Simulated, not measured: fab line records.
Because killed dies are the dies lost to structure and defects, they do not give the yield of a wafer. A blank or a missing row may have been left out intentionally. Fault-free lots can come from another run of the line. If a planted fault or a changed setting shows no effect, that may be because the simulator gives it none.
Comparing a struck lot with a sound one    flow n5-finfet    13 out of 1938 route steps
Sound: the wafers L903.1, L903.3, L903.4. Wafers L899.1, L899.2, L899.5 were the ones struck. At the end, the cause is stated.
Per side, at each step with rows, come the tool, then ch with its chambers, and then its first start. Under that, the readings that differ: sound wafers    struck wafers    difference of the means    sigmas: that difference in standard deviations of wafers without a fault.
alike: readings whose means differ by less than 2 such deviations, and words and numbers that are the same on both sides. not compared: withheld readings, readings that some wafer has no value for, bounds like >300 that may hide the same value, and numbers for which the record gives no deviation and whose values overlap.
Wherever a step has rows on one side only, a row that says differs or no value, or a row with sigmas, the two part there. Numbers that have no deviation but don't overlap get no sigmas and don't part them. A reading missing from all wafers of one side parts the sides only when that side holds two or more wafers.

first, 9 steps without rows for these wafers: N5_SDB_DESCUM_16 (chemistry O2, time 7.9 s); N5_SDB_ETCH_17 (etches SiARC in CF4, target depth 23.4 nm, time 39 s); N5_SDB_ETCH_18 (etches SOC in N2/H2, target depth 100 nm, overetch 20 nm, time 150 s); N5_SDB_STRIP_19 (strips in N2/H2); N5_SDB_STRIP_21 (strips in CF4); N5_SDB_HM_OPEN_20 (chemistry CH3F/O2, target SiNx, stops on poly-Si, target depth 24 nm); N5_SDB_STRIP_22 (strips in N2/H2); N5_SDB_PRECLEAN_23 (cleans in dHF, time 30 s); N5_SDB_DUMMY_REMOVE_24 (chemistry TMAH, target poly-Si, stops on SiO2, target depth 142 nm, time 57 s, rinse time 30 s).
N5_SDB_ETCH_25: etches SiO2 in C4F6/O2, target depth 10 nm, time 3.3 s.
  sound on rie-diel-06 ch 0,2,3, day 7 17:51; struck on rie-diel-06 ch 1,2,3, day 6 18:20
  no value came back on the struck wafers for any of 9 readings (C4F6_flow_sccm (sccm), O2_flow_sccm (sccm) and others); on the sound wafers C4F6_flow_sccm (sccm) reads 9.980 10.080 9.992
then, 1 step without rows for these wafers: N5_SDB_CUT_ETCH_26 (etches Si in HBr/Cl2/O2, target depth 129.6 nm, bt time 20 s, time 51.8 s).
N5_BEOL_M4_RC_MEAS_101:
  the record has rows for the sound wafers here (prober-01 ch 0, day 11 22:49) and none for the struck ones
-- record jumps: 9 days separate the struck wafers' starts on either side; left off in module BEOL_M4, taken up again in module PASSIVATION, whose first shown step is the route's number 1936 --
N5_PASSIVATION_PROBE_49:
  the record has rows for the struck wafers here (prober-02, day 15 20:30) and none for the sound ones

## WHERE THEY PART
First at N5_SDB_ETCH_25; last, within this record, at N5_PASSIVATION_PROBE_49.

WHY: what the simulator had put in
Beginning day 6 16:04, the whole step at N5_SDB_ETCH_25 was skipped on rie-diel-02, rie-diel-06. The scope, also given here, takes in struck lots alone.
